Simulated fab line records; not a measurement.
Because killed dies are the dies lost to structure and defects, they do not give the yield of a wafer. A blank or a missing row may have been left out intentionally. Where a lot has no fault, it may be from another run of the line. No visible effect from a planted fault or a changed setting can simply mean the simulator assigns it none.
A lot that was struck, set against a sound lot :: flow nandHarc :: 13 out of 1302 route steps
Sound: the wafers L871.1, L871.3, L871.4. Struck: wafer L888.2 (L888.1, L888.5, from the same lot, were not struck and are left out); the cause is given at the end.
Order at every step that has rows: each side's tool, ch and its chambers, its first start. Under that, the readings that differ: sound wafers :: struck wafers :: difference of the means :: sigmas: that difference in standard deviations of wafers without a fault.
alike: same words and numbers on both sides, and readings whose means sit less than 2 such deviations apart. not compared: any withheld reading, any reading some wafer has no value for, any bound like >300 that may hide the same value, and any number with overlapping values for which the record gives no deviation.
A row with sigmas, a row that says differs or no value, or rows on one side alone: a step with any of these is where the two part. Numbers that have no deviation but don't overlap get no sigmas and don't part them. Lack of a reading on every wafer of one side parts them only where that side has two or more wafers.

first, 2 steps without rows for these wafers: NHARC_A_SOURCE_PLATE_SRD_01; NHARC_A_SOURCE_PLATE_OXIDE_02 (material SiO2, target thk 10 nm, ox time 1362 s).
NHARC_A_SOURCE_PLATE_THK_MEAS_09: measures by ellipsometry.
  struck on filmMetro-01, day 14 22:07; sound on filmMetro-02, day 7 13:19
reading: thkNm (nm)
sound: 10.4 11.9 9.5
struck: 8.1
difference: -2.5
sigmas: -2
then, 3 steps without rows for these wafers: NHARC_A_SOURCE_PLATE_PVD_04 (deposits WSi2, target thk 50 nm); NHARC_A_SOURCE_PLATE_CVD_03 (deposits poly-Si, target thk 200 nm, time 4000 s); NHARC_A_SOURCE_PLATE_ANNEAL_05 (time 1800 s).
NHARC_A_SOURCE_PLATE_THK_MEAS_06: measures by ellipsometry.
  struck on filmMetro-01, day 15 14:28; sound on filmMetro-02, day 8 03:53
  alike: thkNm
NHARC_A_SOURCE_PLATE_INSPECT_08:
  struck on defectInspect-01, day 15 14:34; sound on defectInspect-01, day 8 03:58
  alike: rawDefectCount
then, no rows for these wafers at 1 step: NHARC_A_ONON_D1_DEP_00 (target thk 1000 nm).
NHARC_A_ONON_D1_THK_MEAS_02: measures by ellipsometry.
  struck on filmMetro-02, day 15 15:09; sound on filmMetro-02, day 8 04:32
  alike: thkNm
NHARC_A_ONON_D1_DEP_03: target thk 1000 nm.
  sound on pecvdOnon-02 ch 0, day 8 04:35; struck on pecvdOnon-04 ch 0, day 15 15:12
NHARC_A_ONON_D1_THK_MEAS_05: measures by ellipsometry.
  struck on filmMetro-01, day 15 15:43; sound on filmMetro-01, day 8 05:06
reading: thkNm (nm)
sound: 1001 1004 1004
struck: 650
difference: -353
sigmas: -32
then, no rows for these wafers at 1 step: NHARC_A_ONON_D1_DEP_06 (target thk 1000 nm).

== WHERE THEY PART ==
First at NHARC_A_SOURCE_PLATE_THK_MEAS_09; last, within this record, at NHARC_A_ONON_D1_THK_MEAS_05.

WHY: whatever the simulator had introduced
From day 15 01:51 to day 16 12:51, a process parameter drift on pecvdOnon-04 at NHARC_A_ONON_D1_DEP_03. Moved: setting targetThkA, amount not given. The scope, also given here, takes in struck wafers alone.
